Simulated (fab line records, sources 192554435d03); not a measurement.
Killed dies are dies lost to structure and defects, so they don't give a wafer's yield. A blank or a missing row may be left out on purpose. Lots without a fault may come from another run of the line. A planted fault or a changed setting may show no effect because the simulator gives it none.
Chamber matching | flow n5_finfet | N5_BEOL_M7_ALD_77 on ald_metal-01: 4 sister chambers
The step deposits TaN, target thk 2 nm, pulse time 2 s, purge time 3 s. 8 wafers are shown with their chamber, then 12 later ones without.

WAFERS WITH THEIR CHAMBER
wafer  | chamber | heater_power_w (W)
L078.3 | 2       | 423
L080.3 | 2       | 425
L080.6 | 0       | 379
L085.3 | 3       | 404
L086.1 | 0       | 375
L091.1 | 1       | 311
L091.4 | 3       | 403
L091.6 | 1       | 324

WAFERS WITHOUT THEIR CHAMBER
wafer  | heater_power_w (W)
L088.3 | 406
L088.5 | 412
L088.6 | 401
L092.2 | 388
L092.3 | 409
L092.6 | 317
L095.1 | 387
L095.4 | 380
L095.6 | 428
L096.1 | 398
L096.3 | 432
L096.4 | 377

WHICH CHAMBER EACH WENT THROUGH
wafer  | from the rows above     | in truth
L088.3 | 3                       | 3
L088.5 | can't be placed: 3 or 2 | 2
L088.6 | 3                       | 3
L092.2 | can't be placed: 0 or 3 | 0
L092.3 | can't be placed: 3 or 2 | 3
L092.6 | 1                       | 1
L095.1 | can't be placed: 0 or 3 | 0
L095.4 | 0                       | 0
L095.6 | 2                       | 2
L096.1 | 3                       | 3
L096.3 | 2                       | 2
L096.4 | 0                       | 0
Placed correctly: 8 of 12. Can't be placed from these rows: 4 (the true chamber is among the candidates in 4). Placed wrongly: 0.
How it was worked out, from the rows above alone: a wafer's distance from a chamber is the root of the sum, over the readings, of the square of ((its reading less the chamber's mean) divided by the reading's scatter). The wafer belongs to the nearest chamber; if the next one is less than 2 further off, it can't be placed. A chamber's mean is the mean of its shown wafers. The scatter: the root of (the sum of the squares of (reading less its chamber's mean) over the shown wafers, divided by (wafers less chambers)).
